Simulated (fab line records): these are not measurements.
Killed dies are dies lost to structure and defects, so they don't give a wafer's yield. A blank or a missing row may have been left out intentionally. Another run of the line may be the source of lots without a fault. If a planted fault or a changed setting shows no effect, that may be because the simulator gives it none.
Which of the tools did it? -- flow n5 finfet -- Sampling: 11 lots, 33 wafers, 3 of 1938 route steps

## WHAT EACH GAUGE READ, for each wafer
N5_BEOL_M14_THK_MEAS_50: measures by xrf. Usual: M14_THK typically reads 564 nm, with standard deviation 18.
lot,measured,on,M14_THK (nm),flag
L282,day 11 22:13,film metro-02,567 550 573,
L287,day 13 12:10,film metro-01,562 547 558,
L286,day 14 03:30,film metro-01,544 585 586,
L288,day 14 23:59,film metro-02,567 555 550,
L291,day 15 02:33,film metro-02,539 596 601,
L292,day 15 13:12,film metro-02,558 551 593,
L295,day 16 07:39,film metro-01,571 547 556,
L297,day 16 11:31,film metro-02,574 567 602,
L302,day 17 11:43,film metro-02,578 569 555,
L301,day 18 01:28,film metro-01,557 582 577,
L303,day 18 02:17,film metro-02,589 542 581,

## WHAT TOOL EACH LOT RAN ON (gives the tool, then ch and the chambers of the sampled wafers, and finally the start)
lot,N5_BEOL_M14_ETCH_67,N5_BEOL_M14_DEGAS_41
L282,"rie diel-02 ch 2,3, day 11 17:25","pvd sputter-03, day 11 20:56"
L287,"rie diel-02 ch 1,2, day 13 07:50","pvd sputter-03, day 13 11:00"
L286,"rie diel-05 ch 0,3, day 13 23:33","pvd sputter-01, day 14 01:53"
L288,"rie diel-02 ch 0,1,2, day 14 19:13","pvd sputter-01, day 14 22:46"
L291,"rie diel-02 ch 2,3, day 14 23:14","pvd sputter-02, day 15 01:25"
L292,"rie diel-05 ch 0,1,3, day 15 07:24","pvd sputter-03, day 15 12:04"
L295,"rie diel-06 ch 0,2,3, day 16 03:23","pvd sputter-03, day 16 06:25"
L297,"rie diel-02 ch 0,1,3, day 16 08:03","pvd sputter-03, day 16 10:14"
L302,"rie diel-06 ch 0,1,2, day 17 05:24","pvd sputter-02, day 17 10:17"
L301,"rie diel-06 ch 0,1,2, day 17 20:21","pvd sputter-02, day 17 23:54"
L303,"rie diel-05 ch 1,2, day 17 20:45","pvd sputter-03, day 18 00:23"
- N5_BEOL_M14_ETCH_67: etches SiARC in CF4, target depth 143 nm, time 238.3 s.
- N5_BEOL_M14_DEGAS_41: time 60 s.

## AS READ BY THE TOOLS THEMSELVES (means over the sampled wafers that have a number; for cases with no such wafer, the mark the record gives instead)
N5_BEOL_M14_ETCH_67. Usual: drypump motor current A 5.9 A, standard deviation 0.54; etch rf on time s 239 s, standard deviation 7.2; oes product au 0.67 a.u., standard deviation 0.079; rf vpp V 184.2 V, standard deviation 1.2; showerhead plenum p Torr 2.15 Torr, standard deviation 0.066; throttle valve pct 15.62 %, standard deviation 0.18.
lot,tool,drypump motor current A (A),etch rf on time s (s),oes product au (a.u.),rf vpp V (V),showerhead plenum p Torr (Torr),throttle valve pct (%),flag
L282,rie diel-02,5.8,240,0.61,184.5,2.13,15.80,
L287,rie diel-02,6.5,242,0.65,184.7,2.21,15.50,
L286,rie diel-05,6.1,233,0.67,183.6,2.13,15.62,
L288,rie diel-02,6.2,238,0.64,184.9,2.16,15.63,
L291,rie diel-02,5.8,229,0.78,183.6,2.12,15.49,
L292,rie diel-05,6.2,240,0.65,183.2,2.12,15.54,
L295,rie diel-06,5.2,241,0.71,184.8,2.16,15.52,
L297,rie diel-02,6.0,233,0.69,184.3,2.16,15.56,
L302,rie diel-06,5.4,238,0.78,184.9,2.24,15.62,
L301,rie diel-06,5.4,241,0.76,185.2,2.23,15.61,
L303,rie diel-05,6.4,237,0.73,183.1,2.12,15.53,

N5_BEOL_M14_DEGAS_41. Usual: 472 W for heater power w, sd 43.
lot,tool,heater power w (W),flag
L282,pvd sputter-03,442,
L287,pvd sputter-03,454,
L286,pvd sputter-01,489,
L288,pvd sputter-01,414,
L291,pvd sputter-02,477,
L292,pvd sputter-03,464,
L295,pvd sputter-03,463,
L297,pvd sputter-03,460,
L302,pvd sputter-02,483,
L301,pvd sputter-02,475,
L303,pvd sputter-03,479,

## THE ANSWER, worked out from the rows above alone
Rule: lot off if the mean of its wafers having a number is beyond 3 standard deviations from the usual mean. A lot without any number at a reading at which 4 lots or more have one is off too. Where the step has rows for the other lots, those lots are counted as sound. After the gauges, taken in route order, come the tools' own readings; for these a lot's mean is taken, as printed above. At the first step where some lot is off, the reading lying furthest off is the one used; lots without a number count as furthest.
None of the lots is off at any reading shown; this tells nothing.

## WHAT THE SIMULATOR PUT IN
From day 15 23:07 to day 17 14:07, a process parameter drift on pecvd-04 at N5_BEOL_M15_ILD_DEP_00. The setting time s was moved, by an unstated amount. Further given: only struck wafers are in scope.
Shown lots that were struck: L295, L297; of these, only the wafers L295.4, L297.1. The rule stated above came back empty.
